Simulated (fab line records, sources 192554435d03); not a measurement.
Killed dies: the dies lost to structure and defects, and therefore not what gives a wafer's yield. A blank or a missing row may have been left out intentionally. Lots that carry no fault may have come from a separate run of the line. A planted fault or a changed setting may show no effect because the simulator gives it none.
Which tool was responsible? / flow n5-finfet / 10 lots, 30 wafers sampled, at 5 steps of a route of 1938

WHAT EACH GAUGE READ, for each wafer
N5_BEOL_M7_RS_MEAS_57: uses a four-point probe to measure. Usual: M7_RS gives 0.289 ohm/sq (standard deviation 0.0084).
lot=L403; measured=day 9 17:04; on=film-metro-01; M7_RS (ohm/sq)=0.281 0.294 0.279; flag=
lot=L405; measured=day 10 07:12; on=film-metro-01; M7_RS (ohm/sq)=0.286 0.283 0.290; flag=
lot=L412; measured=day 12 05:02; on=film-metro-01; M7_RS (ohm/sq)=0.290 0.292 0.304; flag=
lot=L418; measured=day 13 04:44; on=film-metro-01; M7_RS (ohm/sq)=0.292 0.297 0.282; flag=
lot=L417; measured=day 13 04:49; on=film-metro-01; M7_RS (ohm/sq)=0.296 0.287 0.292; flag=
lot=L419; measured=day 13 06:23; on=film-metro-01; M7_RS (ohm/sq)=0.289 0.289 0.293; flag=
lot=L420; measured=day 13 21:51; on=film-metro-02; M7_RS (ohm/sq)=0.277 0.280 0.268; flag=
lot=L421; measured=day 14 08:09; on=film-metro-01; M7_RS (ohm/sq)=0.286 0.288 0.299; flag=
lot=L422; measured=day 14 11:58; on=film-metro-01; M7_RS (ohm/sq)=0.288 0.288 0.295; flag=
lot=L423; measured=day 14 13:02; on=film-metro-01; M7_RS (ohm/sq)=0.273 0.280 0.279; flag=

EACH LOT AND THE TOOL THAT RAN IT (in order: tool; ch and the chambers of the sampled wafers; start)
lot=L403; N5_BEOL_M7_VIA_ETCH_34=rie-diel-03 ch 0,2,3, day 9 12:24; N5_BEOL_M7_CVD_78=cvd-co-01 ch 0,1, day 9 15:46; N5_BEOL_M7_ANNEAL_51=rtp-anneal-02 ch 0, day 9 16:21; N5_BEOL_M7_CMP_52=cmp-02 ch 0,2,3, day 9 16:36
lot=L405; N5_BEOL_M7_VIA_ETCH_34=rie-diel-03 ch 1,2,3, day 10 03:26; N5_BEOL_M7_CVD_78=cvd-co-02 ch 0,1,2, day 10 06:07; N5_BEOL_M7_ANNEAL_51=rtp-anneal-01 ch 0, day 10 06:29; N5_BEOL_M7_CMP_52=cmp-03 ch 0,2,3, day 10 06:46
lot=L412; N5_BEOL_M7_VIA_ETCH_34=rie-diel-03 ch 0,1,2, day 12 02:20; N5_BEOL_M7_CVD_78=cvd-co-02 ch 0,1,2, day 12 03:37; N5_BEOL_M7_ANNEAL_51=rtp-anneal-01 ch 0, day 12 04:25; N5_BEOL_M7_CMP_52=cmp-01 ch 1,2,3, day 12 04:37
lot=L418; N5_BEOL_M7_VIA_ETCH_34=rie-diel-03 ch 0,1,2, day 13 01:31; N5_BEOL_M7_CVD_78=cvd-co-01 ch 0,1,2, day 13 03:01; N5_BEOL_M7_ANNEAL_51=rtp-anneal-01 ch 0, day 13 04:03; N5_BEOL_M7_CMP_52=cmp-03 ch 0,1,3, day 13 04:20
lot=L417; N5_BEOL_M7_VIA_ETCH_34=rie-diel-01 ch 0,1, day 13 01:42; N5_BEOL_M7_CVD_78=cvd-co-02 ch 1,2, day 13 03:06; N5_BEOL_M7_ANNEAL_51=rtp-anneal-02 ch 0, day 13 04:02; N5_BEOL_M7_CMP_52=cmp-02 ch 0,2, day 13 04:22
lot=L419; N5_BEOL_M7_VIA_ETCH_34=rie-diel-03 ch 0,1,2, day 13 03:44; N5_BEOL_M7_CVD_78=cvd-co-01 ch 0,2, day 13 05:17; N5_BEOL_M7_ANNEAL_51=rtp-anneal-02 ch 0, day 13 05:39; N5_BEOL_M7_CMP_52=cmp-03 ch 0,1,3, day 13 05:57
lot=L420; N5_BEOL_M7_VIA_ETCH_34=rie-diel-01 ch 0,1, day 13 19:19; N5_BEOL_M7_CVD_78=cvd-co-01 ch 0,2, day 13 20:46; N5_BEOL_M7_ANNEAL_51=rtp-anneal-02 ch 0, day 13 21:13; N5_BEOL_M7_CMP_52=cmp-02 ch 1,3, day 13 21:28
lot=L421; N5_BEOL_M7_VIA_ETCH_34=rie-diel-03 ch 0,1, day 14 02:00; N5_BEOL_M7_CVD_78=cvd-co-02 ch 0,1,2, day 14 04:11; N5_BEOL_M7_ANNEAL_51=rtp-anneal-01 ch 0, day 14 07:25; N5_BEOL_M7_CMP_52=cmp-03 ch 1,2,3, day 14 07:46
lot=L422; N5_BEOL_M7_VIA_ETCH_34=rie-diel-02 ch 1,2,3, day 14 08:41; N5_BEOL_M7_CVD_78=cvd-co-02 ch 0,1,2, day 14 10:31; N5_BEOL_M7_ANNEAL_51=rtp-anneal-02 ch 0, day 14 11:14; N5_BEOL_M7_CMP_52=cmp-01 ch 0,2, day 14 11:32
lot=L423; N5_BEOL_M7_VIA_ETCH_34=rie-diel-01 ch 0,1, day 14 08:45; N5_BEOL_M7_CVD_78=cvd-co-02 ch 0,1, day 14 11:11; N5_BEOL_M7_ANNEAL_51=rtp-anneal-01 ch 0, day 14 12:25; N5_BEOL_M7_CMP_52=cmp-03 ch 1,2,3, day 14 12:41
- N5_BEOL_M7_VIA_ETCH_34: etches SiCOH lowk in C4F6/O2, target depth 125.5 nm, time 50.5 s.
- N5_BEOL_M7_CVD_78: deposits Co from CCTBA/H2, target thk 2 nm, time 142.3 s.
- N5_BEOL_M7_ANNEAL_51: time 90 s.
- N5_BEOL_M7_CMP_52: polishes, stops on SiCOH lowk, t overpolish 6.9 s, target thk 80 nm.

AS READ BY THE TOOLS THEMSELVES (means over the sampled wafers that have a number; for cases with no such wafer, the mark the record gives instead)
N5_BEOL_M7_VIA_ETCH_34. Usual: drypump-motor-current-A 5.9 A, standard deviation 0.53; oes_ar_750_au 0.77 a.u., standard deviation 0.08; oes-product-au 0.77 a.u., standard deviation 0.081; rf-vpp-V 665 V, standard deviation 17; showerhead-plenum-p-Torr 2.90 Torr, standard deviation 0.075; throttle-valve-pct 20.88 %, standard deviation 0.19.
lot=L403; tool=rie-diel-03; drypump-motor-current-A (A)=5.9; oes_ar_750_au (a.u.)=0.78; oes-product-au (a.u.)=0.78; rf-vpp-V (V)=666; showerhead-plenum-p-Torr (Torr)=2.87; throttle-valve-pct (%)=20.92; flag=
lot=L405; tool=rie-diel-03; drypump-motor-current-A (A)=5.6; oes_ar_750_au (a.u.)=0.76; oes-product-au (a.u.)=0.77; rf-vpp-V (V)=668; showerhead-plenum-p-Torr (Torr)=2.90; throttle-valve-pct (%)=20.96; flag=
lot=L412; tool=rie-diel-03; drypump-motor-current-A (A)=5.9; oes_ar_750_au (a.u.)=0.76; oes-product-au (a.u.)=0.76; rf-vpp-V (V)=655; showerhead-plenum-p-Torr (Torr)=2.88; throttle-valve-pct (%)=21.01; flag=
lot=L418; tool=rie-diel-03; drypump-motor-current-A (A)=5.9; oes_ar_750_au (a.u.)=0.76; oes-product-au (a.u.)=0.75; rf-vpp-V (V)=656; showerhead-plenum-p-Torr (Torr)=2.88; throttle-valve-pct (%)=21.02; flag=
lot=L417; tool=rie-diel-01; drypump-motor-current-A (A)=5.9; oes_ar_750_au (a.u.)=0.83; oes-product-au (a.u.)=0.84; rf-vpp-V (V)=677; showerhead-plenum-p-Torr (Torr)=2.96; throttle-valve-pct (%)=20.85; flag=
lot=L419; tool=rie-diel-03; drypump-motor-current-A (A)=5.9; oes_ar_750_au (a.u.)=0.76; oes-product-au (a.u.)=0.75; rf-vpp-V (V)=656; showerhead-plenum-p-Torr (Torr)=2.88; throttle-valve-pct (%)=21.02; flag=
lot=L420; tool=rie-diel-01; drypump-motor-current-A (A)=5.9; oes_ar_750_au (a.u.)=0.82; oes-product-au (a.u.)=0.83; rf-vpp-V (V)=678; showerhead-plenum-p-Torr (Torr)=2.96; throttle-valve-pct (%)=20.85; flag=
lot=L421; tool=rie-diel-03; drypump-motor-current-A (A)=6.6; oes_ar_750_au (a.u.)=0.72; oes-product-au (a.u.)=0.72; rf-vpp-V (V)=653; showerhead-plenum-p-Torr (Torr)=2.90; throttle-valve-pct (%)=21.14; flag=
lot=L422; tool=rie-diel-02; drypump-motor-current-A (A)=5.9; oes_ar_750_au (a.u.)=0.77; oes-product-au (a.u.)=0.75; rf-vpp-V (V)=649; showerhead-plenum-p-Torr (Torr)=2.88; throttle-valve-pct (%)=20.81; flag=
lot=L423; tool=rie-diel-01; drypump-motor-current-A (A)=5.8; oes_ar_750_au (a.u.)=0.83; oes-product-au (a.u.)=0.84; rf-vpp-V (V)=670; showerhead-plenum-p-Torr (Torr)=2.92; throttle-valve-pct (%)=20.92; flag=

N5_BEOL_M7_ANNEAL_51. Usual: wafer_temp_C_max reads 226.13 (standard deviation 0.28).
lot=L403 tool=rtp-anneal-02 wafer_temp_C_max=225.97 flag=
lot=L405 tool=rtp-anneal-01 wafer_temp_C_max=226.23 flag=
lot=L412 tool=rtp-anneal-01 wafer_temp_C_max=226.20 flag=
lot=L418 tool=rtp-anneal-01 wafer_temp_C_max=225.94 flag=
lot=L417 tool=rtp-anneal-02 wafer_temp_C_max=226.01 flag=
lot=L419 tool=rtp-anneal-02 wafer_temp_C_max=226.14 flag=
lot=L420 tool=rtp-anneal-02 wafer_temp_C_max=226.53 flag=
lot=L421 tool=rtp-anneal-01 wafer_temp_C_max=226.01 flag=
lot=L422 tool=rtp-anneal-02 wafer_temp_C_max=226.40 flag=
lot=L423 tool=rtp-anneal-01 wafer_temp_C_max=226.19 flag=

N5_BEOL_M7_CMP_52. Usual: barrier-field-endpoint-s 28.6 s, standard deviation 0.73; motor-current-A 6.2 A, standard deviation 0.73; overpolish-run-s 6.901 s, standard deviation 0.0091; time-to-endpoint-s 62 s, standard deviation 3.
lot=L403; tool=cmp-02; barrier-field-endpoint-s (s)=28.0; motor-current-A (A)=6.3; overpolish-run-s (s)=6.899; time-to-endpoint-s (s)=60; flag=
lot=L405; tool=cmp-03; barrier-field-endpoint-s (s)=28.5; motor-current-A (A)=6.6; overpolish-run-s (s)=6.905; time-to-endpoint-s (s)=63; flag=
lot=L412; tool=cmp-01; barrier-field-endpoint-s (s)=28.4; motor-current-A (A)=5.8; overpolish-run-s (s)=6.894; time-to-endpoint-s (s)=62; flag=
lot=L418; tool=cmp-03; barrier-field-endpoint-s (s)=31.4; motor-current-A (A)=6.9; overpolish-run-s (s)=6.911; time-to-endpoint-s (s)=66; flag=OFF
lot=L417; tool=cmp-02; barrier-field-endpoint-s (s)=31.1; motor-current-A (A)=6.6; overpolish-run-s (s)=6.906; time-to-endpoint-s (s)=59; flag=OFF
lot=L419; tool=cmp-03; barrier-field-endpoint-s (s)=29.3; motor-current-A (A)=6.8; overpolish-run-s (s)=6.903; time-to-endpoint-s (s)=63; flag=
lot=L420; tool=cmp-02; barrier-field-endpoint-s (s)=29.0; motor-current-A (A)=6.5; overpolish-run-s (s)=6.906; time-to-endpoint-s (s)=66; flag=
lot=L421; tool=cmp-03; barrier-field-endpoint-s (s)=28.1; motor-current-A (A)=6.4; overpolish-run-s (s)=6.906; time-to-endpoint-s (s)=62; flag=
lot=L422; tool=cmp-01; barrier-field-endpoint-s (s)=28.5; motor-current-A (A)=5.5; overpolish-run-s (s)=6.913; time-to-endpoint-s (s)=64; flag=
lot=L423; tool=cmp-03; barrier-field-endpoint-s (s)=29.8; motor-current-A (A)=6.3; overpolish-run-s (s)=6.896; time-to-endpoint-s (s)=64; flag=

THE ANSWER, worked out from the rows above alone
Rule: a lot is off if the mean of its wafers that have a number lies more than 3 standard deviations from the usual mean. Also off: a lot with no number at a reading for which 4 or more lots have one. Where the step has rows for the other lots, those lots are counted as sound. After the gauges, taken in route order, come the tools' own readings; for these a lot's mean is taken, as printed above. At the first step where some lot is off, the reading lying furthest off is the one used; lots without a number count as furthest.
Off: L418, L417, at N5_BEOL_M7_CMP_52 (barrier-field-endpoint-s).
A tool fits if, at that step or a process step before it, it ran every lot that is off, and no sound lot after the first of them. None of those tried fits.

WHAT THE SIMULATOR HAD INSERTED
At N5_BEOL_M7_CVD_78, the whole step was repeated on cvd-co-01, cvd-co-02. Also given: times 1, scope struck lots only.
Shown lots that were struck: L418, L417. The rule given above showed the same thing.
